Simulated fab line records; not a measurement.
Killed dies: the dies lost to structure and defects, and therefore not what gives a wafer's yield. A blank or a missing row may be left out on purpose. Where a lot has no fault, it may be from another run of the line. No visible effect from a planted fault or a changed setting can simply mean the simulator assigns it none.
fab line records / flow nand-harc
[record] lots = 6 wafers = 18 last-day = 33
route steps=1302 shown A_CONTACT@1006
lots that met no fault: from a run of the same line without faults
start-h: start of the lot's first displayed wafer, in hours after the record's first day / wait-h: hours elapsed since this lot's preceding step / " as in the row above / L1.1+2: a row that stands for several wafers / - value missing, or start not given / * or withheld: withheld / < > ~ a bound
route shown NAME@n: NAME is a module with steps in the file, n the number in the route of the first one / usual: the fault-free wafers' mean and standard deviation / same: alike in all rows / chamber/n: place in a boat / sites: per-site readings / _std_site: standard deviation across them / _edge_site: inner sites' mean taken away from outer sites' mean / radius-mm: for every site, how far away it sits from the centre of the wafer / mask NAME#n: copy n / behind: the tool/chamber that last shaped the wafer / hold: why the lot was held/for how many hours/how that ended / device: names the non-switching transistor (n, p or np) / end of line: the route-end tests of the same wafers / where a step has no rows: the recipe by itself / killed: count of dies lost to structure and defects at first sort (not the wafer's yield) / map: shows each die of a wafer: x if killed, . if not, _ if none is there
set.NAME: the setting that was run; set.NAME@STEP: the one run at that earlier step / model.NAME: the simulator's own value behind a step, which no gauge read
lots seen at some steps along the route; tables by step, rows by wafer
services: from which hour (start-h, from the record's first day; less than 0 if before it) a tool's chamber was out of use, for how many hours, and why
[[steps]]
[step NHARC_A_CONTACT_ETCH_112]
[recipe] source-w = withheld pressure-mtorr = 20 bias-v = 3000 time-s = 190 target-depth-a = 18500 ar-flow-sccm = withheld c4f8-flow-sccm = withheld o2-flow-sccm = withheld chemistry = C4F8/O2/Ar
[step NHARC_A_CONTACT_ETCH_113]
[recipe] source-w = withheld pressure-mtorr = 20 bias-v = 3000 time-s = 190 target-depth-a = 18500 ar-flow-sccm = withheld c4f8-flow-sccm = withheld o2-flow-sccm = withheld chemistry = C4F8/O2/Ar
[usual] run-length-s = 190/0
lot.wafer=L543.3 tool=har-cap-etch-02 chamber=1 start-h=509.78 wait-h=0.1 rf-hours-counter-h=- run-length-s=190
lot.wafer=L543.5 tool=har-cap-etch-02 chamber=0 start-h=509.78 wait-h=0.1 rf-hours-counter-h=- run-length-s=190
lot.wafer=L543.6 tool=har-cap-etch-02 chamber=1 start-h=509.78 wait-h=0.1 rf-hours-counter-h=- run-length-s=190
lot.wafer=L555.3 tool=har-cap-etch-01 chamber=1 start-h=605.41 wait-h=0.1 rf-hours-counter-h=- run-length-s=190
lot.wafer=L555.4 tool=har-cap-etch-01 chamber=0 start-h=605.41 wait-h=0.1 rf-hours-counter-h=- run-length-s=190
lot.wafer=L555.6 tool=har-cap-etch-01 chamber=0 start-h=605.41 wait-h=0.1 rf-hours-counter-h=- run-length-s=190
lot.wafer=L554.3 tool=har-cap-etch-03 chamber=1 start-h=613.41 wait-h=0.1 rf-hours-counter-h=- run-length-s=190
lot.wafer=L554.6 tool=har-cap-etch-03 chamber=0 start-h=613.41 wait-h=0.1 rf-hours-counter-h=- run-length-s=190
lot.wafer=L554.5 tool=har-cap-etch-03 chamber=1 start-h=613.41 wait-h=0.1 rf-hours-counter-h=- run-length-s=190
lot.wafer=L556.2 tool=har-cap-etch-02 chamber=1 start-h=614.27 wait-h=0.1 rf-hours-counter-h=104 run-length-s=190
lot.wafer=L556.3 tool=har-cap-etch-02 chamber=1 start-h=614.27 wait-h=0.1 rf-hours-counter-h=- run-length-s=190
lot.wafer=L556.5 tool=har-cap-etch-02 chamber=0 start-h=614.27 wait-h=0.1 rf-hours-counter-h=- run-length-s=190
lot.wafer=L561.2 tool=har-cap-etch-03 chamber=1 start-h=685.02 wait-h=0.1 rf-hours-counter-h=73 run-length-s=190
lot.wafer=L561.3 tool=har-cap-etch-03 chamber=1 start-h=685.02 wait-h=0.1 rf-hours-counter-h=- run-length-s=190
lot.wafer=L561.6 tool=har-cap-etch-03 chamber=0 start-h=685.02 wait-h=0.1 rf-hours-counter-h=- run-length-s=190
lot.wafer=L564.2 tool=har-cap-etch-01 chamber=1 start-h=713.77 wait-h=0.1 rf-hours-counter-h=37 run-length-s=190
lot.wafer=L564.4 tool=har-cap-etch-01 chamber=1 start-h=713.77 wait-h=0.1 rf-hours-counter-h=- run-length-s=190
lot.wafer=L564.5 tool=har-cap-etch-01 chamber=0 start-h=713.77 wait-h=0.1 rf-hours-counter-h=- run-length-s=190
[step NHARC_A_CONTACT_ETCH_114]
[recipe] source-w = withheld pressure-mtorr = 20 bias-v = 3000 time-s = 190 target-depth-a = 18500 ar-flow-sccm = withheld c4f8-flow-sccm = withheld o2-flow-sccm = withheld chemistry = C4F8/O2/Ar
[usual] run-length-s = 190/0
lot.wafer=L543.3 tool=har-cap-etch-02 chamber=1 start-h=509.95 wait-h=0.1 rf-hours-counter-h=- run-length-s=190
lot.wafer=L543.5 tool=har-cap-etch-02 chamber=0 start-h=509.95 wait-h=0.1 rf-hours-counter-h=- run-length-s=190
lot.wafer=L543.6 tool=har-cap-etch-02 chamber=1 start-h=509.95 wait-h=0.1 rf-hours-counter-h=- run-length-s=190
lot.wafer=L555.3 tool=har-cap-etch-01 chamber=1 start-h=605.59 wait-h=0.1 rf-hours-counter-h=- run-length-s=190
lot.wafer=L555.4 tool=har-cap-etch-01 chamber=0 start-h=605.59 wait-h=0.1 rf-hours-counter-h=- run-length-s=190
lot.wafer=L555.6 tool=har-cap-etch-01 chamber=0 start-h=605.59 wait-h=0.1 rf-hours-counter-h=- run-length-s=190
lot.wafer=L554.3 tool=har-cap-etch-03 chamber=1 start-h=613.59 wait-h=0.1 rf-hours-counter-h=- run-length-s=190
lot.wafer=L554.6 tool=har-cap-etch-03 chamber=0 start-h=613.59 wait-h=0.1 rf-hours-counter-h=- run-length-s=190
lot.wafer=L554.5 tool=har-cap-etch-03 chamber=1 start-h=613.59 wait-h=0.1 rf-hours-counter-h=- run-length-s=190
lot.wafer=L556.2 tool=har-cap-etch-02 chamber=1 start-h=614.44 wait-h=0.1 rf-hours-counter-h=104 run-length-s=190
lot.wafer=L556.3 tool=har-cap-etch-02 chamber=1 start-h=614.44 wait-h=0.1 rf-hours-counter-h=- run-length-s=190
lot.wafer=L556.5 tool=har-cap-etch-02 chamber=0 start-h=614.44 wait-h=0.1 rf-hours-counter-h=- run-length-s=190
lot.wafer=L561.2 tool=har-cap-etch-03 chamber=1 start-h=685.19 wait-h=0.1 rf-hours-counter-h=73 run-length-s=190
lot.wafer=L561.3 tool=har-cap-etch-03 chamber=1 start-h=685.19 wait-h=0.1 rf-hours-counter-h=- run-length-s=190
lot.wafer=L561.6 tool=har-cap-etch-03 chamber=0 start-h=685.19 wait-h=0.1 rf-hours-counter-h=- run-length-s=190
lot.wafer=L564.2 tool=har-cap-etch-01 chamber=1 start-h=713.94 wait-h=0.1 rf-hours-counter-h=37 run-length-s=190
lot.wafer=L564.4 tool=har-cap-etch-01 chamber=1 start-h=713.94 wait-h=0.1 rf-hours-counter-h=- run-length-s=190
lot.wafer=L564.5 tool=har-cap-etch-01 chamber=0 start-h=713.94 wait-h=0.1 rf-hours-counter-h=- run-length-s=190
[step NHARC_A_CONTACT_ETCH_115]
[recipe] source-w = withheld pressure-mtorr = 20 bias-v = 3000 time-s = 190 target-depth-a = 18500 ar-flow-sccm = withheld c4f8-flow-sccm = withheld o2-flow-sccm = withheld chemistry = C4F8/O2/Ar
[step NHARC_A_CONTACT_ETCH_116]
[recipe] source-w = withheld pressure-mtorr = 20 bias-v = 3000 time-s = 190 target-depth-a = 18500 ar-flow-sccm = withheld c4f8-flow-sccm = withheld o2-flow-sccm = withheld chemistry = C4F8/O2/Ar
[step NHARC_A_CONTACT_ETCH_117]
[recipe] source-w = withheld pressure-mtorr = 20 bias-v = 3000 time-s = 190 target-depth-a = 18500 ar-flow-sccm = withheld c4f8-flow-sccm = withheld o2-flow-sccm = withheld chemistry = C4F8/O2/Ar
[step NHARC_A_CONTACT_ETCH_118]
[recipe] source-w = withheld pressure-mtorr = 20 bias-v = 3000 time-s = 190 target-depth-a = 18500 ar-flow-sccm = withheld c4f8-flow-sccm = withheld o2-flow-sccm = withheld chemistry = C4F8/O2/Ar
[step NHARC_A_CONTACT_ETCH_119]
[recipe] source-w = withheld pressure-mtorr = 20 bias-v = 3000 time-s = 190 target-depth-a = 18500 ar-flow-sccm = withheld c4f8-flow-sccm = withheld o2-flow-sccm = withheld chemistry = C4F8/O2/Ar
[step NHARC_A_CONTACT_ETCH_120]
[recipe] source-w = withheld pressure-mtorr = 20 bias-v = 3000 time-s = 190 target-depth-a = 18500 ar-flow-sccm = withheld c4f8-flow-sccm = withheld o2-flow-sccm = withheld chemistry = C4F8/O2/Ar
[usual] run-length-s = 190/0
lot.wafer=L543.3 tool=har-cap-etch-02 chamber=1 start-h=510.97 wait-h=0.1 rf-hours-counter-h=- run-length-s=190
lot.wafer=L543.5 tool=har-cap-etch-02 chamber=0 start-h=510.97 wait-h=0.1 rf-hours-counter-h=- run-length-s=190
lot.wafer=L543.6 tool=har-cap-etch-02 chamber=1 start-h=510.97 wait-h=0.1 rf-hours-counter-h=- run-length-s=190
lot.wafer=L555.3 tool=har-cap-etch-01 chamber=1 start-h=606.61 wait-h=0.1 rf-hours-counter-h=- run-length-s=190
lot.wafer=L555.4 tool=har-cap-etch-01 chamber=0 start-h=606.61 wait-h=0.1 rf-hours-counter-h=- run-length-s=190
lot.wafer=L555.6 tool=har-cap-etch-01 chamber=0 start-h=606.61 wait-h=0.1 rf-hours-counter-h=- run-length-s=190
lot.wafer=L554.3 tool=har-cap-etch-03 chamber=1 start-h=614.61 wait-h=0.1 rf-hours-counter-h=- run-length-s=190
lot.wafer=L554.6 tool=har-cap-etch-03 chamber=0 start-h=614.61 wait-h=0.1 rf-hours-counter-h=- run-length-s=190
lot.wafer=L554.5 tool=har-cap-etch-03 chamber=1 start-h=614.61 wait-h=0.1 rf-hours-counter-h=- run-length-s=190
lot.wafer=L556.2 tool=har-cap-etch-02 chamber=1 start-h=615.47 wait-h=0.1 rf-hours-counter-h=105 run-length-s=190
lot.wafer=L556.3 tool=har-cap-etch-02 chamber=1 start-h=615.47 wait-h=0.1 rf-hours-counter-h=- run-length-s=190
lot.wafer=L556.5 tool=har-cap-etch-02 chamber=0 start-h=615.47 wait-h=0.1 rf-hours-counter-h=- run-length-s=190
lot.wafer=L561.2 tool=har-cap-etch-03 chamber=1 start-h=686.22 wait-h=0.1 rf-hours-counter-h=74 run-length-s=190
lot.wafer=L561.3 tool=har-cap-etch-03 chamber=1 start-h=686.22 wait-h=0.1 rf-hours-counter-h=- run-length-s=190
lot.wafer=L561.6 tool=har-cap-etch-03 chamber=0 start-h=686.22 wait-h=0.1 rf-hours-counter-h=- run-length-s=190
lot.wafer=L564.2 tool=har-cap-etch-01 chamber=1 start-h=714.96 wait-h=0.1 rf-hours-counter-h=38 run-length-s=190
lot.wafer=L564.4 tool=har-cap-etch-01 chamber=1 start-h=714.96 wait-h=0.1 rf-hours-counter-h=- run-length-s=190
lot.wafer=L564.5 tool=har-cap-etch-01 chamber=0 start-h=714.96 wait-h=0.1 rf-hours-counter-h=- run-length-s=190
[step NHARC_A_CONTACT_ETCH_121]
[recipe] source-w = withheld pressure-mtorr = 20 bias-v = 3000 time-s = 190 target-depth-a = 18500 ar-flow-sccm = withheld c4f8-flow-sccm = withheld o2-flow-sccm = withheld chemistry = C4F8/O2/Ar
[usual] run-length-s = 190/0
lot.wafer=L543.3 tool=har-cap-etch-02 chamber=1 start-h=511.15 wait-h=0.1 rf-hours-counter-h=- run-length-s=190
lot.wafer=L543.5 tool=har-cap-etch-02 chamber=0 start-h=511.15 wait-h=0.1 rf-hours-counter-h=- run-length-s=190
lot.wafer=L543.6 tool=har-cap-etch-02 chamber=1 start-h=511.15 wait-h=0.1 rf-hours-counter-h=- run-length-s=190
lot.wafer=L555.3 tool=har-cap-etch-01 chamber=1 start-h=606.78 wait-h=0.1 rf-hours-counter-h=- run-length-s=190
lot.wafer=L555.4 tool=har-cap-etch-01 chamber=0 start-h=606.78 wait-h=0.1 rf-hours-counter-h=- run-length-s=190
lot.wafer=L555.6 tool=har-cap-etch-01 chamber=0 start-h=606.78 wait-h=0.1 rf-hours-counter-h=- run-length-s=190
lot.wafer=L554.3 tool=har-cap-etch-03 chamber=1 start-h=614.78 wait-h=0.1 rf-hours-counter-h=- run-length-s=190
lot.wafer=L554.6 tool=har-cap-etch-03 chamber=0 start-h=614.78 wait-h=0.1 rf-hours-counter-h=- run-length-s=190
lot.wafer=L554.5 tool=har-cap-etch-03 chamber=1 start-h=614.78 wait-h=0.1 rf-hours-counter-h=- run-length-s=190
lot.wafer=L556.2 tool=har-cap-etch-02 chamber=1 start-h=615.64 wait-h=0.1 rf-hours-counter-h=105 run-length-s=190
lot.wafer=L556.3 tool=har-cap-etch-02 chamber=1 start-h=615.64 wait-h=0.1 rf-hours-counter-h=- run-length-s=190
lot.wafer=L556.5 tool=har-cap-etch-02 chamber=0 start-h=615.64 wait-h=0.1 rf-hours-counter-h=- run-length-s=190
lot.wafer=L561.2 tool=har-cap-etch-03 chamber=1 start-h=686.39 wait-h=0.1 rf-hours-counter-h=74 run-length-s=190
lot.wafer=L561.3 tool=har-cap-etch-03 chamber=1 start-h=686.39 wait-h=0.1 rf-hours-counter-h=- run-length-s=190
lot.wafer=L561.6 tool=har-cap-etch-03 chamber=0 start-h=686.39 wait-h=0.1 rf-hours-counter-h=- run-length-s=190
lot.wafer=L564.2 tool=har-cap-etch-01 chamber=1 start-h=715.13 wait-h=0.1 rf-hours-counter-h=38 run-length-s=190
lot.wafer=L564.4 tool=har-cap-etch-01 chamber=1 start-h=715.13 wait-h=0.1 rf-hours-counter-h=- run-length-s=190
lot.wafer=L564.5 tool=har-cap-etch-01 chamber=0 start-h=715.13 wait-h=0.1 rf-hours-counter-h=- run-length-s=190
[step NHARC_A_CONTACT_ETCH_122]
[recipe] source-w = withheld pressure-mtorr = 20 bias-v = 3000 time-s = 190 target-depth-a = 18500 ar-flow-sccm = withheld c4f8-flow-sccm = withheld o2-flow-sccm = withheld chemistry = C4F8/O2/Ar
[step NHARC_A_CONTACT_ETCH_123]
[recipe] source-w = withheld pressure-mtorr = 20 bias-v = 400 time-s = 490 target-depth-a = 21100 ar-flow-sccm = withheld c4f8-flow-sccm = 11.5 o2-flow-sccm = 7.2 chemistry = C4F8/O2/Ar
[usual] run-length-s = 521.4/0.46
lot.wafer=L543.3 tool=har-cap-etch-02 chamber=1 start-h=511.66 wait-h=0.3 rf-hours-counter-h=- run-length-s=521.0
lot.wafer=L543.5 tool=har-cap-etch-02 chamber=0 start-h=511.66 wait-h=0.3 rf-hours-counter-h=- run-length-s=520.9
lot.wafer=L543.6 tool=har-cap-etch-02 chamber=1 start-h=511.66 wait-h=0.3 rf-hours-counter-h=- run-length-s=521.1
lot.wafer=L555.3 tool=har-cap-etch-01 chamber=1 start-h=607.24 wait-h=0.3 rf-hours-counter-h=- run-length-s=521.9
lot.wafer=L555.4 tool=har-cap-etch-01 chamber=0 start-h=607.24 wait-h=0.3 rf-hours-counter-h=- run-length-s=521.8
lot.wafer=L555.6 tool=har-cap-etch-01 chamber=0 start-h=607.24 wait-h=0.3 rf-hours-counter-h=- run-length-s=521.7
lot.wafer=L554.3 tool=har-cap-etch-03 chamber=1 start-h=615.29 wait-h=0.3 rf-hours-counter-h=- run-length-s=521.1
lot.wafer=L554.6 tool=har-cap-etch-03 chamber=0 start-h=615.29 wait-h=0.3 rf-hours-counter-h=- run-length-s=521.2
lot.wafer=L554.5 tool=har-cap-etch-03 chamber=1 start-h=615.29 wait-h=0.3 rf-hours-counter-h=- run-length-s=520.9
lot.wafer=L556.2 tool=har-cap-etch-02 chamber=1 start-h=616.04 wait-h=0.2 rf-hours-counter-h=105 run-length-s=521.2
lot.wafer=L556.3 tool=har-cap-etch-02 chamber=1 start-h=616.04 wait-h=0.2 rf-hours-counter-h=- run-length-s=520.7
lot.wafer=L556.5 tool=har-cap-etch-02 chamber=0 start-h=616.04 wait-h=0.2 rf-hours-counter-h=- run-length-s=521.5
lot.wafer=L561.2 tool=har-cap-etch-03 chamber=1 start-h=686.79 wait-h=0.2 rf-hours-counter-h=74 run-length-s=521.1
lot.wafer=L561.3 tool=har-cap-etch-03 chamber=1 start-h=686.79 wait-h=0.2 rf-hours-counter-h=- run-length-s=521.4
lot.wafer=L561.6 tool=har-cap-etch-03 chamber=0 start-h=686.79 wait-h=0.2 rf-hours-counter-h=- run-length-s=521.4
lot.wafer=L564.2 tool=har-cap-etch-01 chamber=1 start-h=715.47 wait-h=0.1 rf-hours-counter-h=39 run-length-s=522.0
lot.wafer=L564.4 tool=har-cap-etch-01 chamber=1 start-h=715.47 wait-h=0.1 rf-hours-counter-h=- run-length-s=521.8
lot.wafer=L564.5 tool=har-cap-etch-01 chamber=0 start-h=715.47 wait-h=0.1 rf-hours-counter-h=- run-length-s=521.8
[step NHARC_A_CONTACT_ETCH_90]
[recipe] target-depth-a = 400 over-etch-frac = 0.5 time-s = 85.7 ion-energy-ev = 120 ch3f-flow-sccm = 50 o2-flow-sccm = 30 ar-flow-sccm = 200 rf-w = 500 bias-w = 100 chemistry = CH3F/O2
[usual] drypump-motor-current-A = 5.8/0.38 oes-product-au = 0.95/0.036 rf-vpp-V = 243.9/1.3 run-length-s = 107.0/0.34 showerhead-plenum-p-Torr = 2.42/0.076 throttle-valve-pct = 20.663/0.0098
lot.wafer=L543.3 tool=rie-diel-03 chamber=3 start-h=512.37 wait-h=0.6 drypump-motor-current-A=5.1 oes-product-au=1.00 rf-hours-counter-h=14 rf-vpp-V=244.0 run-length-s=107.7 showerhead-plenum-p-Torr=2.40 throttle-valve-pct=20.661
lot.wafer=L543.5 tool=rie-diel-03 chamber=3 start-h=512.37 wait-h=0.6 drypump-motor-current-A=5.1 oes-product-au=1.00 rf-hours-counter-h=- rf-vpp-V=245.0 run-length-s=107.4 showerhead-plenum-p-Torr=2.40 throttle-valve-pct=20.663
lot.wafer=L543.6 tool=rie-diel-03 chamber=0 start-h=512.37 wait-h=0.6 drypump-motor-current-A=6.1 oes-product-au=0.98 rf-hours-counter-h=- rf-vpp-V=245.8 run-length-s=107.1 showerhead-plenum-p-Torr=2.46 throttle-valve-pct=20.658
lot.wafer=L555.4 tool=rie-diel-08 chamber=1 start-h=608.23 wait-h=0.8 drypump-motor-current-A=5.8 oes-product-au=0.93 rf-hours-counter-h=8 rf-vpp-V=242.4 run-length-s=106.9 showerhead-plenum-p-Torr=2.38 throttle-valve-pct=20.685
lot.wafer=L555.3 tool=rie-diel-08 chamber=3 start-h=608.23 wait-h=0.8 drypump-motor-current-A=6.2 oes-product-au=0.93 rf-hours-counter-h=13 rf-vpp-V=243.3 run-length-s=107.3 showerhead-plenum-p-Torr=2.36 throttle-valve-pct=20.656
lot.wafer=L555.6 tool=rie-diel-08 chamber=0 start-h=608.23 wait-h=0.8 drypump-motor-current-A=5.9 oes-product-au=0.93 rf-hours-counter-h=- rf-vpp-V=244.3 run-length-s=107.0 showerhead-plenum-p-Torr=2.38 throttle-valve-pct=20.661
lot.wafer=L554.3 tool=rie-diel-08 chamber=1 start-h=616.05 wait-h=0.7 drypump-motor-current-A=5.8 oes-product-au=1.01 rf-hours-counter-h=12 rf-vpp-V=243.2 run-length-s=107.1 showerhead-plenum-p-Torr=2.38 throttle-valve-pct=20.657
lot.wafer=L554.5 tool=rie-diel-08 chamber=2 start-h=616.05 wait-h=0.7 drypump-motor-current-A=6.0 oes-product-au=1.01 rf-hours-counter-h=- rf-vpp-V=243.4 run-length-s=80.5 showerhead-plenum-p-Torr=2.40 throttle-valve-pct=20.670
lot.wafer=L554.6 tool=rie-diel-08 chamber=3 start-h=616.05 wait-h=0.7 drypump-motor-current-A=6.1 oes-product-au=1.01 rf-hours-counter-h=- rf-vpp-V=243.7 run-length-s=80.1 showerhead-plenum-p-Torr=2.36 throttle-valve-pct=20.673
lot.wafer=L556.2 tool=rie-diel-08 chamber=3 start-h=617.01 wait-h=0.9 drypump-motor-current-A=6.2 oes-product-au=0.93 rf-hours-counter-h=16 rf-vpp-V=243.0 run-length-s=80.0 showerhead-plenum-p-Torr=2.36 throttle-valve-pct=20.663
lot.wafer=L556.3 tool=rie-diel-08 chamber=1 start-h=617.01 wait-h=0.9 drypump-motor-current-A=5.8 oes-product-au=0.93 rf-hours-counter-h=12 rf-vpp-V=243.6 run-length-s=106.7 showerhead-plenum-p-Torr=2.38 throttle-valve-pct=20.658
lot.wafer=L556.5 tool=rie-diel-08 chamber=2 start-h=617.01 wait-h=0.9 drypump-motor-current-A=6.0 oes-product-au=0.92 rf-hours-counter-h=- rf-vpp-V=242.1 run-length-s=80.4 showerhead-plenum-p-Torr=2.40 throttle-valve-pct=20.679
lot.wafer=L561.3 tool=rie-diel-03 chamber=3 start-h=687.70 wait-h=0.6 drypump-motor-current-A=5.1 oes-product-au=0.99 rf-hours-counter-h=13 rf-vpp-V=244.2 run-length-s=107.4 showerhead-plenum-p-Torr=2.39 throttle-valve-pct=20.657
lot.wafer=L561.2 tool=rie-diel-03 chamber=1 start-h=687.70 wait-h=0.6 drypump-motor-current-A=5.8 oes-product-au=1.00 rf-hours-counter-h=14 rf-vpp-V=246.2 run-length-s=107.6 showerhead-plenum-p-Torr=2.64 throttle-valve-pct=20.657
lot.wafer=L561.6 tool=rie-diel-03 chamber=3 start-h=687.70 wait-h=0.6 drypump-motor-current-A=5.1 oes-product-au=0.99 rf-hours-counter-h=- rf-vpp-V=245.3 run-length-s=107.6 showerhead-plenum-p-Torr=2.39 throttle-valve-pct=20.675
lot.wafer=L564.4 tool=rie-diel-02 chamber=0 start-h=716.47 wait-h=0.7 drypump-motor-current-A=5.2 oes-product-au=0.92 rf-hours-counter-h=50 rf-vpp-V=243.5 run-length-s=106.6 showerhead-plenum-p-Torr=2.44 throttle-valve-pct=20.656
lot.wafer=L564.2 tool=rie-diel-02 chamber=2 start-h=716.47 wait-h=0.7 drypump-motor-current-A=4.9 oes-product-au=0.93 rf-hours-counter-h=55 rf-vpp-V=243.6 run-length-s=106.5 showerhead-plenum-p-Torr=2.41 throttle-valve-pct=20.660
lot.wafer=L564.5 tool=rie-diel-02 chamber=0 start-h=716.47 wait-h=0.7 drypump-motor-current-A=5.2 oes-product-au=0.92 rf-hours-counter-h=- rf-vpp-V=243.6 run-length-s=106.6 showerhead-plenum-p-Torr=2.44 throttle-valve-pct=20.653
[step NHARC_A_CONTACT_ETCH_96]
[recipe] target-depth-a = 200 over-etch-frac = 0.5 time-s = 10 ion-energy-ev = 250 c4f6-flow-sccm = 25 o2-flow-sccm = 20 ar-flow-sccm = 500 rf-w = 600 bias-w = 500 chemistry = C4F6/O2
[[services]]
tool=rie-diel-03 chamber=0 start-h=489.02 hours=4.1 kind=repair
tool=har-cap-etch-01 chamber=- start-h=497.00 hours=17.0 kind=pm
tool=har-cap-etch-01 chamber=0 start-h=497.00 hours=17.0 kind=vent-cycle
tool=har-cap-etch-01 chamber=1 start-h=497.00 hours=17.0 kind=vent-cycle
tool=rie-diel-08 chamber=0 start-h=499.33 hours=- kind=clean
tool=rie-diel-08 chamber=1 start-h=499.33 hours=- kind=clean
tool=rie-diel-08 chamber=2 start-h=499.33 hours=- kind=clean
tool=rie-diel-08 chamber=3 start-h=499.33 hours=- kind=clean
tool=rie-diel-02 chamber=- start-h=504.80 hours=1.1 kind=repair
tool=har-cap-etch-01 chamber=0 start-h=514.00 hours=- kind=clean
tool=har-cap-etch-01 chamber=1 start-h=514.00 hours=- kind=clean
tool=rie-diel-08 chamber=1 start-h=515.47 hours=58.7 kind=repair
tool=rie-diel-08 chamber=0 start-h=524.03 hours=- kind=clean
tool=rie-diel-08 chamber=2 start-h=524.03 hours=- kind=clean
tool=rie-diel-08 chamber=- start-h=544.80 hours=9.0 kind=pm
tool=rie-diel-03 chamber=3 start-h=547.96 hours=7.7 kind=repair
tool=rie-diel-02 chamber=- start-h=571.39 hours=9.0 kind=pm
tool=rie-diel-08 chamber=0 start-h=590.40 hours=1.3 kind=repair
tool=rie-diel-03 chamber=1 start-h=604.28 hours=7.1 kind=repair
tool=rie-diel-03 chamber=- start-h=636.16 hours=9.0 kind=pm
tool=rie-diel-02 chamber=0 start-h=653.45 hours=3.2 kind=repair
tool=rie-diel-02 chamber=1 start-h=667.45 hours=4.3 kind=repair
tool=rie-diel-03 chamber=3 start-h=705.00 hours=14.9 kind=repair
tool=rie-diel-03 chamber=0 start-h=714.15 hours=7.5 kind=repair
[[key]]
[first-sign] step = NHARC_A_CONTACT_ETCH_90 reading = run-length-s direction = down sigmas = 79 usual = * struck = *
effect none on later readings
met-at NHARC_A_CONTACT_ETCH_90
struck-wafers L554.5,L554.6,L556.2,L556.5
sort-left-out L554.5,L554.6,L556.2,L556.5
tester-left-out L554,L556
onset-between 608.23 616.05
[fault] kind = process-parameter-drift tool = rie-diel-08 chamber = - onset-h = 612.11 steps = NHARC_A_CONTACT_ETCH_90 channel = time-s offset = * shape = step end-h = 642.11 scope = struck-wafers-only acts-in = * stated = *
// tester-left-out: of these lots the tester's yield and bins aren't shown, on N5 and GAA mostly nor the transistor test; their killed dies are dies lost to structure and defects alone, not to doping, threshold or leakage, so they don't give the yield
// sort-left-out: the simulated sort isn't trusted on such a fault, so these wafers' sort isn't shown, and their yield isn't known
